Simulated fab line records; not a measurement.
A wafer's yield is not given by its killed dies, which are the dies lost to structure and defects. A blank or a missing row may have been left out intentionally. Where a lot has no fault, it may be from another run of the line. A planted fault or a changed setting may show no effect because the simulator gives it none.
Chamber matching || flow n5-finfet || cmp-02 running N5_HKMG_FIN_CMP_94: 4 sister chambers
The step polishes, stops on SiNx, t overpolish 4.7 s, target thk 43.299 nm. 4 wafers are shown with their chamber, then 9 later ones without.

## WAFERS WITH THEIR CHAMBER
{"wafer": "L084.6", "chamber": 2, "motor-current-A (A)": 11.9}
{"wafer": "L086.1", "chamber": 1, "motor-current-A (A)": 13.4}
{"wafer": "L086.3", "chamber": 0, "motor-current-A (A)": 12.6}
{"wafer": "L086.5", "chamber": 3, "motor-current-A (A)": 11.9}

## WAFERS MISSING THEIR CHAMBER
{"wafer": "L089.1", "motor-current-A (A)": 12.1}
{"wafer": "L089.4", "motor-current-A (A)": 12.4}
{"wafer": "L089.5", "motor-current-A (A)": 11.7}
{"wafer": "L095.1", "motor-current-A (A)": 13.8}
{"wafer": "L095.4", "motor-current-A (A)": 12.3}
{"wafer": "L095.6", "motor-current-A (A)": 12.3}
{"wafer": "L096.2", "motor-current-A (A)": 12.4}
{"wafer": "L096.4", "motor-current-A (A)": 11.9}
{"wafer": "L096.5", "motor-current-A (A)": 14.2}

## CHAMBER TAKEN BY EACH
{"wafer": "L089.1", "from the rows above": "can't be placed: 2 or 3 or 0", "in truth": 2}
{"wafer": "L089.4", "from the rows above": "can't be placed: 0 or 2 or 3", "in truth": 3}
{"wafer": "L089.5", "from the rows above": "can't be placed: 2 or 3 or 0", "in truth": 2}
{"wafer": "L095.1", "from the rows above": 1, "in truth": 1}
{"wafer": "L095.4", "from the rows above": "can't be placed: 0 or 2 or 3", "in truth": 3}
{"wafer": "L095.6", "from the rows above": "can't be placed: 0 or 2 or 3", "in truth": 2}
{"wafer": "L096.2", "from the rows above": "can't be placed: 0 or 2 or 3", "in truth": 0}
{"wafer": "L096.4", "from the rows above": "can't be placed: 2 or 3 or 0", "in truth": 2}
{"wafer": "L096.5", "from the rows above": 1, "in truth": 1}
Placed correctly: 2 of 9. These rows do not allow placing 7 (true chamber among the candidates in 7). Wrongly placed: 0.
How it was worked out, from the rows above alone: a wafer's distance from a chamber is the root of the sum, over the readings, of the square of ((its reading less the chamber's mean) divided by the reading's scatter). The wafer belongs to the nearest chamber; if the next one is less than 2 further off, it can't be placed. Each chamber's mean is taken over the wafers shown for it. The scatter: root of mean squared gap, hidden wafer to nearest shown wafer, with one shown wafer a chamber.
